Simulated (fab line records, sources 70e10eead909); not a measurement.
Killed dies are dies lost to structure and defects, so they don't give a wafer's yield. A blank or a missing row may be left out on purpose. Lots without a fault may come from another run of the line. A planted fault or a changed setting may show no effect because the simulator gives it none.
fab line records | flow nand_harc
record lots=6 wafers=18 last_day=32
route steps=1302 shown A_CHANNEL_HOLE_D2@606 A_CHANNEL_FILL_D2@610
lots that met no fault: from a run of the same line without faults
start_h: hours from the record's first day to the start of the lot's first wafer shown | wait_h: hours since the lot's step before | " the same as in the row above | L1.1+2: a row that stands for several wafers | - no value, or no start given | * or withheld: withheld | < > ~ a bound
route shown NAME@n: a module of which the file shows steps, and the number in the route of the first | usual: mean/standard deviation of fault-free wafers | same: alike in all rows | chamber/n: place in a boat | sites: the reading at each site | _std_site: their standard deviation | _edge_site: outer sites' mean less inner sites' | radius_mm: how far each site lies from the wafer's centre | mask NAME#n: copy n | behind: the tool/chamber that last shaped the wafer | hold: why the lot was held/for how many hours/how that ended | device: the transistor (n, p or np) that didn't switch | end of line: the same wafers' tests at the end of the route | a step without rows: its recipe alone | killed: dies lost to structure and defects at the first sort, not the wafer's yield | map: a wafer's dies, x killed, . not, _ none there
set.NAME: the setting as run; set.NAME@STEP: as run at that earlier step | model.NAME: the simulator's own value behind a step, which no gauge read
lots at some steps of the route; a table a step, a row a wafer
services: from which hour (start_h, from the record's first day; less than 0 if before it) a tool's chamber was out of use, for how many hours, and why
## steps
# step NHARC_A_CHANNEL_HOLE_D2_SRD_30
# step NHARC_A_CHANNEL_HOLE_D2_CD_MEAS_31
# usual cd_nm=89.9/1.8
# columns lot.wafer tool chamber start_h wait_h cd_nm
L638.2 cd_sem-02 - 302.12 - 87.8
L638.5 " - " " 85.3
L638.6 " - " " 87.6
L642.1 cd_sem-01 - 359.51 - 90.0
L642.2 " - " " 92.5
L642.4 " - " " 92.3
L644.1 cd_sem-01 - 372.39 - 92.3
L644.2 " - " " 91.7
L644.6 " - " " 92.4
L654.1 cd_sem-01 - 475.75 - 90.1
L654.4 " - " " 89.8
L654.5 " - " " 88.4
L655.1 cd_sem-02 - 484.27 - 91.4
L655.2 " - " " 93.7
L655.6 " - " " 93.1
L657.2 cd_sem-03 - 505.26 - 90.1
L657.5 " - " " 89.4
L657.6 " - " " 89.4
# step NHARC_A_CHANNEL_HOLE_D2_XSEM_32
# recipe landing_energy_ev=35000
# usual bot_cd_nm=74.4/1.9 bow_nm=8.67/0.24 tilt_deg=0.07/0.041
# columns lot.wafer tool chamber start_h wait_h bot_cd_nm bow_nm tilt_deg
L638.2 xsem-02 0 302.21 0.1 72.5 8.40 0.04
L638.5 " 0 " " 68.7 8.47 0.05
L638.6 " 0 " " 71.4 8.45 0.05
L642.1 xsem-02 0 359.60 0.1 75.8 8.49 0.10
L642.2 " 0 " " 77.1 8.47 0.10
L642.4 " 0 " " 77.9 8.46 0.10
L644.1 xsem-01 0 372.48 0.1 76.5 9.32 0.00
L644.2 " 0 " " 76.4 9.31 0.00
L644.6 " 0 " " 76.8 9.27 0.00
L654.1 xsem-01 0 475.84 0.1 74.5 8.85 0.04
L654.4 " 0 " " 73.6 8.86 0.04
L654.5 " 0 " " 72.8 8.79 0.04
L655.1 xsem-02 0 484.36 0.1 75.6 8.71 0.07
L655.2 " 0 " " 77.7 8.68 0.07
L655.6 " 0 " " 77.5 8.65 0.07
L657.2 xsem-01 0 505.34 0.1 73.2 8.24 0.05
L657.5 " 0 " " 72.7 8.30 0.05
L657.6 " 0 " " 72.0 8.28 0.05
# step NHARC_A_CHANNEL_HOLE_D2_INSPECT_40
# usual raw_defect_count=278/100
# columns lot.wafer tool chamber start_h wait_h raw_defect_count
L638.2 defect_inspect-02 - 302.30 - 167
L638.5 " - " " 185
L638.6 " - " " 143
L642.1 defect_inspect-01 - 359.70 - 544
L642.2 " - " " 632
L642.4 " - " " 388
L644.1 defect_inspect-01 - 372.57 - 351
L644.2 " - " " 372
L644.6 " - " " 524
L654.1 defect_inspect-01 - 475.93 - 260
L654.4 " - " " 249
L654.5 " - " " 221
L655.1 defect_inspect-01 - 484.46 - 364
L655.2 " - " " 217
L655.6 " - " " 289
L657.2 defect_inspect-01 - 505.44 - 306
L657.5 " - " " 313
L657.6 " - " " 438
# step NHARC_A_CHANNEL_FILL_D2_PRECLEAN_00
# recipe time_s=* temp_c=50 bath_age_min=0 chemistry=SC1
# step NHARC_A_CHANNEL_FILL_D2_SRD_01
# step NHARC_A_CHANNEL_FILL_D2_ALD_02
# recipe target_thk_a=60 pulse_time_s=10 ald_cycles=60 temp_c=300 material=SiO2
# usual heater_power_w=448/39 precursor_pulse_height_rel=1.000/0.019 susceptor_temp_C=299.98/0.21
# columns lot.wafer tool chamber start_h wait_h heater_power_w precursor_pulse_height_rel susceptor_temp_C
L638.2 ald_hk-02 3 304.04 - 454 1.000 300.02
L638.6 " 0 " " 407 1.001 300.24
L638.5 " 1 " " 458 0.961 299.36
L642.4 ald_hk-02 3 359.93 0.1 488 1.019 299.93
L642.1 " 1 " " 469 1.000 299.86
L642.2 " 2 " " 472 1.020 299.73
L644.1 ald_hk-01 2 372.92 - 387 0.995 300.04
L644.2 " 3 " " 448 1.027 299.96
L644.6 " 0 " " 496 1.015 299.88
L654.4 ald_hk-03 0 476.20 - 486 0.975 300.36
L654.1 " 2 " " 424 1.015 300.00
L654.5 " 0 " " 499 1.013 300.13
L655.1 ald_hk-03 1 484.73 - 428 1.019 299.71
L655.2 " 3 " " 419 1.018 299.80
L655.6 " 0 " " 490 0.988 299.93
L657.2 ald_hk-03 2 505.77 - 418 0.969 300.41
L657.5 " 0 " " 482 1.029 300.16
L657.6 " 1 " " 430 0.989 299.89
# step NHARC_A_CHANNEL_FILL_D2_ALD_03
# recipe target_thk_a=60 pulse_time_s=60 ald_cycles=58 temp_c=630 pressure_torr=2 material=SiNx
# usual precursor_pulse_height_rel=0.996/0.02 susceptor_temp_C=630.0/0.32
# columns lot.wafer tool chamber start_h wait_h precursor_pulse_height_rel susceptor_temp_C
L638.2 ald_sin_batch-03 0 - - 0.989 630.2
L638.5 " 0 " " 1.002 630.0
L638.6 " 0 " " 0.975 629.9
L642.1 ald_sin_batch-02 0 - - 0.982 -
L642.2 " 0 " " 1.027 -
L642.4 " 0 " " 0.987 -
L644.1 ald_sin_batch-03 0 - - 1.009 -
L644.2 " 0 " " 0.992 -
L644.6 " 0 " " 1.033 -
L654.1 ald_sin_batch-03 0 - - 1.037 630.2
L654.4 " 0 " " 1.011 631.0
L654.5 " 0 " " 1.018 630.6
L655.1 ald_sin_batch-01 0 - - 0.980 629.2
L655.2 " 0 " " 1.022 629.5
L655.6 " 0 " " 1.000 630.0
L657.2 ald_sin_batch-02 0 - - 1.001 -
L657.5 " 0 " " 0.976 -
L657.6 " 0 " " 0.993 -
# step NHARC_A_CHANNEL_FILL_D2_ALD_14
# recipe target_thk_a=25 pulse_time_s=10 ald_cycles=25 temp_c=300 material=SiO2
# usual heater_power_w=453/43 precursor_pulse_height_rel=1.000/0.018 susceptor_temp_C=300.00/0.16
# columns lot.wafer tool chamber start_h wait_h heater_power_w precursor_pulse_height_rel susceptor_temp_C
L638.2 ald_hk-03 2 310.66 0.2 423 0.977 -
L638.6 " 3 " " 418 1.011 -
L638.5 " 0 " " 521 1.003 -
L642.2 ald_hk-02 3 365.05 0.0 488 1.016 299.90
L642.1 " 0 " " 387 1.002 300.24
L642.4 " 1 " " 470 1.028 300.08
L644.1 ald_hk-03 0 379.96 0.2 544 1.017 300.09
L644.2 " 1 " " 426 0.958 299.74
L644.6 " 3 " " 423 1.010 299.99
L654.4 ald_hk-03 1 483.22 0.1 415 1.013 300.05
L654.1 " 2 " " 417 0.991 299.76
L654.5 " 3 " " 420 1.001 300.02
L655.2 ald_hk-03 1 491.75 0.1 437 0.968 299.93
L655.1 " 2 " " 407 0.986 299.73
L655.6 " 1 " " 435 0.998 299.84
L657.2 ald_hk-02 1 513.09 0.6 492 1.024 299.92
L657.5 " 1 " " 470 0.968 299.85
L657.6 " 2 " " 489 0.994 299.95
# step NHARC_A_CHANNEL_FILL_D2_ALD_15
# recipe target_thk_a=20 pulse_time_s=60 ald_cycles=19 temp_c=630 pressure_torr=2 material=SiNx
# usual precursor_pulse_height_rel=0.997/0.018 susceptor_temp_C=630.00/0.28
# columns lot.wafer tool chamber start_h wait_h precursor_pulse_height_rel susceptor_temp_C
L638.2 ald_sin_batch-02 0 - - 0.989 630.05
L638.5 " 0 " " 0.984 630.05
L638.6 " 0 " " 1.024 629.96
L642.1 ald_sin_batch-02 0 - - 0.998 630.28
L642.2 " 0 " " 0.998 630.47
L642.4 " 0 " " 0.991 630.07
L644.1 ald_sin_batch-03 0 - - 0.986 629.61
L644.2 " 0 " " 0.977 629.89
L644.6 " 0 " " 1.001 630.28
L654.1 ald_sin_batch-02 0 - - 1.017 630.45
L654.4 " 0 " " 1.017 630.01
L654.5 " 0 " " 0.983 630.52
L655.1 ald_sin_batch-01 0 - - 1.000 -
L655.2 " 0 " " 0.968 -
L655.6 " 0 " " 0.997 -
L657.2 ald_sin_batch-03 0 516.43 3.3 1.023 -
L657.5 " 0 " " 0.991 -
L657.6 " 0 " " 1.007 -
# step NHARC_A_CHANNEL_FILL_D2_ALD_16
# recipe target_thk_a=15 pulse_time_s=10 ald_cycles=15 temp_c=300 material=SiO2
# step NHARC_A_CHANNEL_FILL_D2_ANNEAL_17
# recipe temp_c=850 time_s=1800
# step NHARC_A_CHANNEL_FILL_D2_CVD_18
# recipe target_thk_a=30 temp_c=550 material=poly-Si
# usual spike_tc_upper_C=549.8/1.1
# columns lot.wafer tool chamber start_h wait_h spike_tc_upper_C
L638.2 lpcvd_poly-04 0 324.96 - 551.3
L638.5 " 0 " " 549.0
L638.6 " 0 " " 550.8
L642.1 lpcvd_poly-03 0 380.62 - 550.1
L642.2 " 0 " " 548.1
L642.4 " 0 " " 550.6
L644.1 lpcvd_poly-04 0 395.34 - 550.3
L644.2 " 0 " " 550.6
L644.6 " 0 " " 551.2
L654.1 lpcvd_poly-04 0 498.05 - 548.4
L654.4 " 0 " " 549.8
L654.5 " 0 " " 549.4
L654.1 lpcvd_poly-04 0 500.29 0.5 549.4
L654.4 " 0 " " 549.9
L654.5 " 0 " " 552.1
L655.1 lpcvd_poly-04 0 507.65 - 551.8
L655.2 " 0 " " 548.4
L655.6 " 0 " " 549.3
L655.1 lpcvd_poly-04 0 509.86 0.5 549.8
L655.2 " 0 " " 549.1
L655.6 " 0 " " 548.4
L657.2 lpcvd_poly-01 0 527.78 - 548.4
L657.5 " 0 " " 549.0
L657.6 " 0 " " 550.7
# step NHARC_A_CHANNEL_FILL_D2_ETCHBACK_19
# recipe target_depth_a=50 time_s=1.7 hbr_flow_sccm=150 cl2_flow_sccm=50 rf_w=400 icp_w=400 bias_w=100 chemistry=HBr/Cl2
## services
# columns tool chamber start_h hours kind
ald_hk-01 - 298.59 10.0 pm
ald_hk-02 - 348.05 10.0 pm
ald_hk-02 0 348.05 10.0 vent_cycle
ald_hk-02 1 348.05 10.0 vent_cycle
ald_hk-02 2 348.05 10.0 vent_cycle
ald_hk-02 3 348.05 10.0 vent_cycle
ald_hk-02 0 358.05 - clean
ald_hk-02 1 358.05 - clean
ald_hk-02 2 358.05 - clean
ald_hk-02 3 358.05 - clean
xsem-01 - 374.00 14.0 pm
lpcvd_poly-03 - 386.03 26.0 pm
ald_hk-03 - 390.77 10.0 pm
ald_hk-03 0 390.77 10.0 vent_cycle
ald_hk-03 1 390.77 10.0 vent_cycle
ald_hk-03 2 390.77 10.0 vent_cycle
ald_hk-03 3 390.77 10.0 vent_cycle
ald_hk-03 0 400.77 - clean
ald_hk-03 1 400.77 - clean
ald_hk-03 2 400.77 - clean
ald_hk-03 3 400.77 - clean
ald_sin_batch-01 - 507.48 26.0 pm
ald_hk-02 - 526.05 10.0 pm
ald_hk-02 0 526.05 10.0 vent_cycle
## key
first_sign step=NHARC_A_CHANNEL_FILL_D2_CVD_18 reading=visit direction=added
effect none on later readings
met_at NHARC_A_CHANNEL_FILL_D2_CVD_18
struck_wafers L654.1,L654.4,L654.5,L655.1,L655.2,L655.6
later_rows_left_out L654.1,L654.4,L654.5,L655.1,L655.2,L655.6
sort_left_out L654.1,L654.4,L654.5,L655.1,L655.2,L655.6
tester_left_out L654,L655
fault kind=repeated_step_whole tool=lpcvd_poly-01,lpcvd_poly-03,lpcvd_poly-04 chamber=- onset_h=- steps=NHARC_A_CHANNEL_FILL_D2_CVD_18 times=1 scope=struck_lots_only
# tester_left_out: of these lots the tester's yield and bins aren't shown, on N5 and GAA mostly nor the transistor test; their killed dies are dies lost to structure and defects alone, not to doping, threshold or leakage, so they don't give the yield
# sort_left_out: the simulated sort isn't trusted on such a fault, so these wafers' sort isn't shown, and their yield isn't known
# later_rows_left_out: the simulator's readings of these wafers behind a module that went badly wrong aren't trusted and aren't shown, but for the sort
